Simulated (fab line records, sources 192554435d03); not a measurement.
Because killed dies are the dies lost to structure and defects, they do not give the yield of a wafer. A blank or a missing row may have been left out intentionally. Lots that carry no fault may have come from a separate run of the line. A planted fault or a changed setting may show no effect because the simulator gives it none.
Matching of chambers / flow n5 finfet / N5_ILD0_CMP_12 on cmp-02 has 4 sister chambers
The step polishes SiNx, stops on poly-Si, t overpolish 6 s, target thk 17.67 nm. 8 wafers are shown with their chamber, then 10 later ones without.

== WAFERS, EACH WITH ITS CHAMBER ==
wafer=L077.4; chamber=0; motor current A (A)=7.6; time to endpoint s (s)=31
wafer=L083.2; chamber=0; motor current A (A)=8.3; time to endpoint s (s)=31
wafer=L084.1; chamber=2; motor current A (A)=10.3; time to endpoint s (s)=29
wafer=L084.5; chamber=3; motor current A (A)=10.4; time to endpoint s (s)=32
wafer=L088.1; chamber=3; motor current A (A)=10.4; time to endpoint s (s)=27
wafer=L088.5; chamber=2; motor current A (A)=11.2; time to endpoint s (s)=29
wafer=L090.1; chamber=1; motor current A (A)=11.8; time to endpoint s (s)=25
wafer=L090.5; chamber=1; motor current A (A)=11.8; time to endpoint s (s)=26

== WAFERS MISSING THEIR CHAMBER ==
wafer=L090.6; motor current A (A)=7.9; time to endpoint s (s)=31
wafer=L076.2; motor current A (A)=10.3; time to endpoint s (s)=29
wafer=L076.3; motor current A (A)=7.9; time to endpoint s (s)=29
wafer=L076.5; motor current A (A)=9.9; time to endpoint s (s)=26
wafer=L095.1; motor current A (A)=9.8; time to endpoint s (s)=31
wafer=L095.3; motor current A (A)=11.8; time to endpoint s (s)=27
wafer=L095.6; motor current A (A)=10.4; time to endpoint s (s)=31
wafer=L097.1; motor current A (A)=10.2; time to endpoint s (s)=34
wafer=L097.3; motor current A (A)=11.6; time to endpoint s (s)=27
wafer=L097.6; motor current A (A)=10.0; time to endpoint s (s)=32

== THE CHAMBER EACH PASSED THROUGH ==
wafer=L090.6; from the rows above=0; in truth=0
wafer=L076.2; from the rows above=can't be placed: 3 or 2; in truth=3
wafer=L076.3; from the rows above=0; in truth=0
wafer=L076.5; from the rows above=can't be placed: 3 or 2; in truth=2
wafer=L095.1; from the rows above=can't be placed: 3 or 2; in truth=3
wafer=L095.3; from the rows above=can't be placed: 1 or 2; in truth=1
wafer=L095.6; from the rows above=can't be placed: 3 or 2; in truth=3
wafer=L097.1; from the rows above=can't be placed: 3 or 2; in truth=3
wafer=L097.3; from the rows above=can't be placed: 1 or 2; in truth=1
wafer=L097.6; from the rows above=can't be placed: 3 or 2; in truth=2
Placed correctly: 2 of 10. From these rows, 8 cannot be placed; in 8 the true chamber is one of the candidates. Wrongly placed: 0.
How it was worked out, from the rows above alone: a wafer's distance from a chamber is the root of the sum, over the readings, of the square of ((its reading less the chamber's mean) divided by the reading's scatter). The wafer belongs to the nearest chamber; if the next one is less than 2 further off, it can't be placed. For every chamber, the mean is computed from those of its wafers that are shown. How the scatter is found: for the shown wafers, subtract from each reading the mean of its chamber, square and add these, divide the total by (wafers less chambers), then take the root.
